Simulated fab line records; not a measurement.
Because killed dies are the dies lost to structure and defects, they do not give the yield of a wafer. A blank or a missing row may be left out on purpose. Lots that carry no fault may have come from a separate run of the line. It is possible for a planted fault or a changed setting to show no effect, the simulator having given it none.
The tool behind it: which one? :: flow n5Finfet :: 8 lots with 22 wafers sampled at 3 steps, on a route of 1938 steps

WHAT THE GAUGES READ, wafer by wafer
N5_BEOL_M2_OCD_MEAS_38.
lot: L224
measured: day 7 03:31
on: ocd-02
trenchDepthNm (nm): 56.3 55.9 56.3

lot: L225
measured: day 7 19:37
on: ocd-02
trenchDepthNm (nm): 55.3 56.2 55.5

lot: L227
measured: day 7 23:01
on: ocd-01
trenchDepthNm (nm): 55.9 55.2 56.3

lot: L231
measured: day 9 12:02
on: ocd-01
trenchDepthNm (nm): 56.5 48.0

lot: L236
measured: day 10 08:32
on: ocd-02
trenchDepthNm (nm): 56.5 47.4

lot: L237
measured: day 10 13:08
on: ocd-01
trenchDepthNm (nm): 55.8 55.0 55.0

lot: L242
measured: day 12 14:16
on: ocd-01
trenchDepthNm (nm): 54.6 55.6 55.6

lot: L243
measured: day 12 20:08
on: ocd-02
trenchDepthNm (nm): 55.2 54.9 55.5

TOOL THAT RAN EACH LOT (tool first, then ch and the chambers of the sampled wafers, then the start)
lot: L224
N5_BEOL_M2_STRIP_36: rieDiel-02 ch 0,1,3, day 7 03:19
N5_BEOL_M2_TRENCH_ETCH_37: rieDiel-02 ch 0,1,3, day 7 03:22

lot: L225
N5_BEOL_M2_STRIP_36: rieDiel-01 ch 1,2, day 7 19:26
N5_BEOL_M2_TRENCH_ETCH_37: rieDiel-01 ch 1,2, day 7 19:28

lot: L227
N5_BEOL_M2_STRIP_36: rieDiel-01 ch 1,2, day 7 22:49
N5_BEOL_M2_TRENCH_ETCH_37: rieDiel-01 ch 1,2, day 7 22:52

lot: L231
N5_BEOL_M2_STRIP_36: rieDiel-01 ch 1,3, day 9 11:50
N5_BEOL_M2_TRENCH_ETCH_37: rieDiel-01 ch 1,3, day 9 11:53

lot: L236
N5_BEOL_M2_STRIP_36: rieDiel-01 ch 0,1, day 10 08:20
N5_BEOL_M2_TRENCH_ETCH_37: rieDiel-01 ch 0,1, day 10 08:22

lot: L237
N5_BEOL_M2_STRIP_36: rieDiel-03 ch 0,2, day 10 12:56
N5_BEOL_M2_TRENCH_ETCH_37: rieDiel-03 ch 0,2, day 10 12:59

lot: L242
N5_BEOL_M2_STRIP_36: rieDiel-03 ch 0,2, day 12 14:04
N5_BEOL_M2_TRENCH_ETCH_37: rieDiel-03 ch 0,2, day 12 14:07

lot: L243
N5_BEOL_M2_STRIP_36: rieDiel-02 ch 0,2,3, day 12 19:56
N5_BEOL_M2_TRENCH_ETCH_37: rieDiel-02 ch 0,2,3, day 12 19:59
- N5_BEOL_M2_STRIP_36: strips in N2/H2.
- N5_BEOL_M2_TRENCH_ETCH_37: etches SiOC in C4F6/O2, target depth 55.555 nm, time 29.2 s.

THE ANSWER, worked out from the rows above alone
Rule: the lots themselves supply what counts as usual. The widest of any qualifying gaps counts: lots, ordered by their means at a reading, are off when they make up no more than a third of the lots, leave a main group of 4 or more, and stand apart from it by 3 or more times the standard deviation of that group's means. If all means in a main group match to the digits the tables above print for the reading, that group is not used. A lot without any number at a reading at which 4 lots or more have one is off too. Where the step has rows for the other lots, those lots are counted as sound.
Off, at N5_BEOL_M2_OCD_MEAS_38 on trenchDepthNm: L231, L236. Mean 55.6 nm and standard deviation 0.35 in the main group.
If a tool, at a process step before that reading, ran all the lots that are off and no sound lot after the first of them, it fits. Those tools and the gauges at N5_BEOL_M2_OCD_MEAS_38 are tried in the same way. One fits: rieDiel-01 at N5_BEOL_M2_STRIP_36 and N5_BEOL_M2_TRENCH_ETCH_37. At N5_BEOL_M2_STRIP_36 its last sound lot is L227 (day 7 22:49), its first lot that is off L231 (day 9 11:50): a fault that began between those two fits.

WHAT HAD BEEN PUT IN BY THE SIMULATOR
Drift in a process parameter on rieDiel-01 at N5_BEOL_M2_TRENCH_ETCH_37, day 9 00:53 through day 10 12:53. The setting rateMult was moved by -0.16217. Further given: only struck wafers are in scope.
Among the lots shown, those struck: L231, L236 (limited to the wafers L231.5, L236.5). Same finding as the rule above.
